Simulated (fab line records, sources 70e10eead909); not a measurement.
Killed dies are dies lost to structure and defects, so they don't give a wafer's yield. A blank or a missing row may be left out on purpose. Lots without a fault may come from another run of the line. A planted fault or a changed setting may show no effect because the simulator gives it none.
fab line records | flow nand_harc
record lots=6 wafers=17 last_day=33
route steps=1302 shown A_CHANNEL_HOLE_D1@480 A_CHANNEL_FILL_D1@490 END@1302
lots that met no fault: from a run of the same line without faults
start_h: hours from the record's first day to the start of the lot's first wafer shown | wait_h: hours since the lot's step before | " the same as in the row above | L1.1+2: a row that stands for several wafers | - no value, or no start given | * or withheld: withheld | < > ~ a bound
route shown NAME@n: a module of which the file shows steps, and the number in the route of the first | usual: mean/standard deviation of fault-free wafers | same: alike in all rows | chamber/n: place in a boat | sites: the reading at each site | _std_site: their standard deviation | _edge_site: outer sites' mean less inner sites' | radius_mm: how far each site lies from the wafer's centre | mask NAME#n: copy n | behind: the tool/chamber that last shaped the wafer | hold: why the lot was held/for how many hours/how that ended | device: the transistor (n, p or np) that didn't switch | end of line: the same wafers' tests at the end of the route | a step without rows: its recipe alone | killed: dies lost to structure and defects at the first sort, not the wafer's yield | map: a wafer's dies, x killed, . not, _ none there
set.NAME: the setting as run; set.NAME@STEP: as run at that earlier step | model.NAME: the simulator's own value behind a step, which no gauge read
lots at some steps of the route; a table a step, a row a wafer
services: from which hour (start_h, from the record's first day; less than 0 if before it) a tool's chamber was out of use, for how many hours, and why
## steps
# step NHARC_A_CHANNEL_HOLE_D1_STRIP_41
# recipe n2_flow_sccm=150 h2_flow_sccm=150 ar_flow_sccm=0 bias_w=0 chemistry=N2/H2
# step NHARC_A_CHANNEL_HOLE_D1_STRIP_42
# recipe cf4_flow_sccm=100 chf3_flow_sccm=30 ar_flow_sccm=0 bias_w=0 chemistry=CF4/CHF3
# step NHARC_A_CHANNEL_HOLE_D1_STRIP_43
# recipe o2_flow_sccm=400 cos_flow_sccm=20 ar_flow_sccm=0 bias_w=0 chemistry=O2/COS
# step NHARC_A_CHANNEL_HOLE_D1_ETCH_44
# recipe target_depth_a=1400 overetch_a=140 time_s=77 ion_energy_ev=100 cf4_flow_sccm=80 o2_flow_sccm=20 ar_flow_sccm=0 rf_w=300 bias_w=100 chemistry=CF4/O2
# usual drypump_motor_current_A=6.0/0.35 oes_product_au=0.997/0.0096 rf_vpp_V=197.6/1.4 showerhead_plenum_p_Torr=1.33/0.049 throttle_valve_pct=13.398/0.0097
# columns lot.wafer tool chamber start_h wait_h drypump_motor_current_A oes_product_au rf_hours_counter_h rf_vpp_V showerhead_plenum_p_Torr throttle_valve_pct
L569.2 rie_diel-03 1 199.30 0.1 6.3 1.003 29 198.3 1.32 13.411
L569.1 " 2 " " 6.1 1.011 25 199.3 1.43 13.396
L569.5 " 3 " " 6.2 0.996 - 199.2 1.40 13.411
L570.4 rie_diel-03 3 216.23 0.1 6.2 0.997 30 198.8 1.40 13.397
L570.3 " 1 " " 6.3 0.989 35 197.0 1.32 13.391
L570.5 " 3 " " 6.2 0.989 - 199.5 1.40 13.397
L582.2 rie_diel-06 1 334.04 0.1 5.9 0.995 1 197.3 1.24 13.394
L582.1 " 2 " " 6.0 0.994 2 198.5 1.35 13.388
L582.6 " 3 " " 5.3 0.997 - 197.6 1.34 13.387
L585.6 rie_diel-06 3 350.42 0.1 5.3 0.994 - 197.9 1.34 13.408
L585.5 " 0 " " 6.3 0.987 - 196.6 1.29 13.390
L587.3 rie_diel-06 2 380.05 0.1 6.0 1.006 7 200.4 1.34 13.386
L587.1 " 0 " " 6.3 0.989 6 196.5 1.29 13.391
L587.2 " 1 " " 6.0 1.010 6 194.9 1.24 13.392
L590.4 rie_diel-06 3 406.36 0.1 5.3 0.994 8 198.3 1.34 13.389
L590.1 " 0 " " 6.2 0.998 8 198.2 1.29 13.398
L590.3 " 1 " " 6.0 0.999 8 195.5 1.24 13.409
# step NHARC_A_CHANNEL_HOLE_D1_STRIP_27
# recipe o2_flow_sccm=500 ar_flow_sccm=0 bias_w=0 chemistry=O2
# usual drypump_motor_current_A=6.0/0.34 oes_product_au=0.997/0.0099 rf_vpp_V=57.8/0.88 showerhead_plenum_p_Torr=3.50/0.12 throttle_valve_pct=17.037/0.0087
# columns lot.wafer tool chamber start_h wait_h drypump_motor_current_A oes_product_au rf_hours_counter_h rf_vpp_V showerhead_plenum_p_Torr throttle_valve_pct
L569.2 rie_diel-03 0 - - 6.1 1.000 25 57.6 3.52 17.028
L569.1 " 2 " " 6.0 1.008 25 59.3 3.76 17.042
L569.5 " 1 " " 6.3 0.984 - 57.1 3.50 17.023
L570.3 rie_diel-03 2 - - 6.1 1.008 31 59.6 3.76 17.042
L570.4 " 0 " " 6.1 0.999 33 57.6 3.52 17.040
L570.5 " 3 " " 6.2 0.990 - 57.7 3.70 17.027
L582.1 rie_diel-06 1 - - 6.0 0.993 1 56.9 3.28 17.030
L582.2 " 2 " " 6.0 1.008 2 58.0 3.56 17.030
L582.6 " 0 " " 6.3 0.993 - 58.0 3.41 17.024
L585.5 rie_diel-06 2 - - 6.0 0.993 - 58.9 3.56 17.031
L585.6 " 3 " " 5.3 0.981 - 58.3 3.54 17.042
L587.2 rie_diel-06 0 - - 6.3 0.997 6 56.6 3.41 17.042
L587.3 " 2 " " 6.0 1.002 7 57.4 3.55 17.036
L587.1 " 3 " " 5.3 1.001 6 58.3 3.54 17.025
L590.3 rie_diel-06 1 - - 6.0 1.009 8 56.8 3.28 17.040
L590.1 " 3 " " 5.3 0.992 8 57.3 3.54 17.053
L590.4 " 0 " " 6.3 1.006 8 58.0 3.41 17.037
# step NHARC_A_CHANNEL_HOLE_D1_PRECLEAN_28
# recipe time_s=* temp_c=50 bath_age_min=0 chemistry=SC1
# step NHARC_A_CHANNEL_HOLE_D1_SRD_29
# step NHARC_A_CHANNEL_HOLE_D1_CD_MEAS_30
# usual cd_nm=90.0/1.4
# columns lot.wafer tool chamber start_h wait_h cd_nm
L569.1 cd_sem-01 - 200.09 - 90.1
L569.2 " - " " 91.3
L569.5 " - " " 91.7
L570.3 cd_sem-02 - 217.03 - 90.4
L570.4 " - " " 91.4
L570.5 " - " " 89.6
L582.1 cd_sem-03 - 334.83 - 88.6
L582.2 " - " " 88.2
L582.6 " - " " 89.8
L585.5 cd_sem-02 - 351.20 - 90.5
L585.6 " - " " 89.6
L587.1 cd_sem-02 - 380.84 - 89.9
L587.2 " - " " 89.9
L587.3 " - " " 90.4
L590.1 cd_sem-03 - 407.19 0.1 89.5
L590.3 " - " " 87.6
L590.4 " - " " 90.5
# step NHARC_A_CHANNEL_HOLE_D1_XSEM_31
# recipe landing_energy_ev=35000
# usual bot_cd_nm=74.6/1.6 bow_nm=8.60/0.24 tilt_deg=0.07/0.04
# columns lot.wafer tool chamber start_h wait_h bot_cd_nm bow_nm tilt_deg
L569.1 xsem-01 0 200.18 0.1 74.4 8.42 0.01
L569.2 " 0 " " 75.0 8.35 0.01
L569.5 " 0 " " 75.5 8.30 0.01
L570.3 xsem-01 0 217.12 0.1 76.2 8.53 0.07
L570.4 " 0 " " 75.7 8.46 0.07
L570.5 " 0 " " 74.7 8.51 0.07
L582.1 xsem-02 0 334.92 0.1 72.4 8.88 0.06
L582.2 " 0 " " 71.1 8.81 0.06
L582.6 " 0 " " 73.6 8.79 0.06
L585.5 xsem-02 0 351.29 0.1 73.9 8.41 0.05
L585.6 " 0 " " 74.6 8.43 0.05
L587.1 xsem-02 0 380.93 0.1 73.6 8.31 0.05
L587.2 " 0 " " 74.1 8.28 0.05
L587.3 " 0 " " 74.3 8.26 0.05
L590.1 xsem-01 0 407.28 0.1 73.9 8.69 0.11
L590.3 " 0 " " 73.0 8.71 0.11
L590.4 " 0 " " 75.2 8.67 0.11
# step NHARC_A_CHANNEL_HOLE_D1_INSPECT_40
# usual raw_defect_count=75/23
# columns lot.wafer tool chamber start_h wait_h raw_defect_count
L569.1 defect_inspect-01 - 200.28 - 118
L569.2 " - " " 98
L569.5 " - " " 119
L570.3 defect_inspect-02 - 217.21 - 41
L570.4 " - " " 37
L570.5 " - " " 59
L582.1 defect_inspect-02 - 335.02 - 83
L582.2 " - " " 72
L582.6 " - " " 74
L585.5 defect_inspect-02 - 351.38 - 78
L585.6 " - " " 78
L587.1 defect_inspect-02 - 381.03 - 85
L587.2 " - " " 100
L587.3 " - " " 98
L590.1 defect_inspect-01 - 407.37 - 98
L590.3 " - " " 67
L590.4 " - " " 72
# step NHARC_A_CHANNEL_FILL_D1_PRECLEAN_00
# recipe time_s=* temp_c=50 bath_age_min=0 chemistry=SC1
# step NHARC_A_CHANNEL_FILL_D1_SRD_01
# step NHARC_A_CHANNEL_FILL_D1_ALD_02
# recipe target_thk_a=60 pulse_time_s=10 ald_cycles=60 temp_c=300 material=SiO2
# usual ald_cycles=60/0 heater_power_w=439/44 precursor_pulse_height_rel=1.002/0.019
# columns lot.wafer tool chamber start_h wait_h ald_cycles heater_power_w precursor_pulse_height_rel
L569.2 ald_hk-01 0 200.48 - 60 432 1.017
L569.1 " 1 " " 60 515 1.004
L569.5 " 0 " " 60 458 1.006
L570.3 ald_hk-02 3 217.64 - 60 373 1.016
L570.4 " 0 " " 60 383 0.983
L570.5 " 2 " " 60 414 1.008
L582.2 ald_hk-04 3 335.25 0.1 60 498 1.004
L582.1 " 0 " " 60 460 1.001
L582.6 " 3 " " 60 519 0.976
L585.5 ald_hk-01 3 351.90 0.4 71 404 0.992
L585.6 " 0 " " 60 421 1.012
L587.2 ald_hk-01 2 381.23 - 60 470 1.015
L587.1 " 3 " " 71 390 1.009
L587.3 " 1 " " 60 499 1.026
L590.1 ald_hk-04 1 407.64 - 60 382 1.018
L590.3 " 2 " " 60 447 1.015
L590.4 " 3 " " 60 492 1.004
# step NHARC_A_CHANNEL_FILL_D1_ALD_03
# recipe target_thk_a=60 pulse_time_s=60 ald_cycles=58 temp_c=630 pressure_torr=2 material=SiNx
# usual ald_cycles=58/0 precursor_pulse_height_rel=0.997/0.02
# columns lot.wafer tool chamber start_h wait_h ald_cycles precursor_pulse_height_rel
L569.1 ald_sin_batch-02 0 - - 58 1.042
L569.2 " 0 " " 58 1.025
L569.5 " 0 " " 58 1.000
L570.3 ald_sin_batch-01 0 - - 58 1.032
L570.4 " 0 " " 58 1.007
L570.5 " 0 " " 58 0.970
L582.1 ald_sin_batch-02 0 - - 58 0.995
L582.2 " 0 " " 58 1.016
L582.6 " 0 " " 58 1.004
L585.5 ald_sin_batch-02 0 - - 58 0.977
L585.6 " 0 " " 58 1.018
L587.1 ald_sin_batch-01 0 - - 58 0.990
L587.2 " 0 " " 58 0.976
L587.3 " 0 " " 58 0.996
L590.1 ald_sin_batch-01 0 - - 58 0.979
L590.3 " 0 " " 58 0.990
L590.4 " 0 " " 58 1.003
# step NHARC_END_SORT_01
# recipe temp_c=25
# usual killed_at_array=54/21 killed_at_other=1.0/1.2 killed_at_periphery=3.6/2.6 killed_dies=58/20 killed_open=3.3/1.9 killed_short=2.6/1.5
# same gross_dies=677
# columns lot.wafer tool chamber start_h wait_h killed_at_array killed_at_other killed_at_periphery killed_dies killed_open killed_short
L569.1 prober-02 0 587.01 2.5 74 4 3 81 3 5
L569.2 prober-02 0 587.80 2.8 96 0 3 99 2 1
L569.5 prober-02 0 590.18 3.7 89 0 4 93 5 3
L570.3 prober-01 0 588.59 3.1 18 0 2 20 3 2
L570.4 prober-01 0 589.38 3.4 21 0 2 23 4 1
L570.5 prober-01 0 590.17 3.7 23 0 3 26 2 3
L585.5 prober-01 0 717.60 3.8 41 3 3 47 2 5
L585.6 prober-01 0 718.41 4.1 42 5 2 49 2 1
# killed by level:class
L569.1 A_CHANNEL_HOLE_D2:chamber_film_flake=29 A_CHANNEL_HOLE_D1:chamber_film_flake=20 A_SLIT:chamber_film_flake=15 A_CONTACT:chamber_film_flake=3 THIN_TSV:chamber_film_flake=3 A_CHANNEL_HOLE_D2:geometric_particle:short=2 A_WL_FILL:geometric_particle:open=2 P_GATE:geometric_particle:short=1
L569.2 A_CHANNEL_HOLE_D2:chamber_film_flake=33 A_CHANNEL_HOLE_D1:chamber_film_flake=26 A_SLIT:chamber_film_flake=24 A_DECK1_JOINT:chamber_film_flake=3 A_CONTACT:chamber_film_flake=3 A_STAIRCASE:chamber_film_flake=2 A_WL_FILL:chamber_film_flake=2 P_GATE:geometric_particle:open=1
L570.3 A_CHANNEL_HOLE_D2:chamber_film_flake=7 A_M0:geometric_particle:open=2 A_STAIRCASE:chamber_film_flake=2 A_CONTACT:chamber_film_flake=2 A_CHANNEL_FILL_D1:geometric_particle:open=1 A_CHANNEL_FILL_D1:geometric_particle:short=1 A_ONON_D2:geometric_particle:short=1 P_ZERO_WELL:chamber_film_flake=1
L570.4 A_CHANNEL_HOLE_D2:chamber_film_flake=6 A_CONTACT:chamber_film_flake=5 A_ONON_D2:geometric_particle:open=2 A_CHANNEL_HOLE_D1:chamber_film_flake=2 A_CHANNEL_FILL_D2:geometric_particle:short=1 A_CONTACT:geometric_particle:open=1 A_M0:geometric_particle:open=1 P_ZERO_WELL:chamber_film_flake=1
L570.5 A_CHANNEL_HOLE_D2:chamber_film_flake=5 A_CONTACT:chamber_film_flake=5 A_CHANNEL_HOLE_D1:chamber_film_flake=3 A_M1:chamber_film_flake=2 A_ONON_D1:geometric_particle:short=1 A_CHANNEL_HOLE_D1:geometric_particle:short=1 A_ONON_D2:geometric_particle:short=1 A_CHANNEL_FILL_D2:geometric_particle:open=1
L569.5 A_CHANNEL_HOLE_D2:chamber_film_flake=33 A_CHANNEL_HOLE_D1:chamber_film_flake=24 A_SLIT:chamber_film_flake=21 A_CONTACT:chamber_film_flake=4 P_M0:chamber_film_flake=2 P_M0:geometric_particle:open=1 P_M1:geometric_particle:short=1 A_ONON_D1:geometric_particle:open=1
L585.5 A_CHANNEL_HOLE_D1:chamber_film_flake=24 A_SLIT:chamber_film_flake=6 A_CONTACT:chamber_film_flake=4 THIN_TSV:chamber_film_flake=3 P_GATE:geometric_particle:open=1 P_M0:geometric_particle:short=1 P_M2:geometric_particle:short=1 A_CHANNEL_FILL_D2:geometric_particle:short=1
L585.6 A_CHANNEL_HOLE_D1:chamber_film_flake=27 THIN_TSV:chamber_film_flake=5 A_SLIT:chamber_film_flake=3 A_CHANNEL_FILL_D1:chamber_film_flake=3 A_BLC:chamber_film_flake=3 A_CONTACT:chamber_film_flake=2 A_ONON_D1:geometric_particle:open=1 A_ONON_D2:geometric_particle:short=1
## services
# columns tool chamber start_h hours kind
rie_diel-06 0 188.53 - clean
rie_diel-06 1 188.53 - clean
rie_diel-06 2 188.53 - clean
rie_diel-06 3 188.53 - clean
rie_diel-06 0 213.03 - clean
rie_diel-06 1 213.03 - clean
rie_diel-06 2 213.03 - clean
rie_diel-06 3 213.03 - clean
ald_hk-01 - 216.43 2.3 repair
rie_diel-03 0 225.56 13.9 repair
rie_diel-06 0 237.53 - clean
rie_diel-06 2 262.08 8.7 repair
ald_sin_batch-02 - 266.00 26.0 pm
rie_diel-03 - 281.38 9.0 pm
ald_hk-01 - 300.51 10.0 pm
rie_diel-03 - 305.25 2.1 repair
rie_diel-06 - 307.20 9.0 pm
rie_diel-06 1 322.10 6.5 repair
ald_sin_batch-01 - 328.11 25.4 repair
rie_diel-03 - 344.08 1.1 repair
ald_sin_batch-02 - 344.65 5.1 repair
ald_hk-02 - 350.27 10.0 pm
xsem-01 - 376.10 14.0 pm
ald_hk-02 - 396.91 1.1 repair
## key
first_sign step=NHARC_A_CHANNEL_FILL_D1_ALD_02 reading=ald_cycles direction=up sigmas=99+ usual=60 struck=71
effect none on later readings
met_at NHARC_A_CHANNEL_FILL_D1_ALD_02
struck_wafers L585.5,L587.1
tester_left_out L585,L587
onset_between 200.48 351.90
fault kind=process_parameter_drift tool=ald_hk-01 chamber=- onset_h=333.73 steps=NHARC_A_CHANNEL_FILL_D1_ALD_02 channel=ald_cycles offset=11 shape=step end_h=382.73 scope=struck_wafers_only acts_in=these_recipes_only stated=60
# tester_left_out: of these lots the tester's yield and bins aren't shown, on N5 and GAA mostly nor the transistor test; their killed dies are dies lost to structure and defects alone, not to doping, threshold or leakage, so they don't give the yield
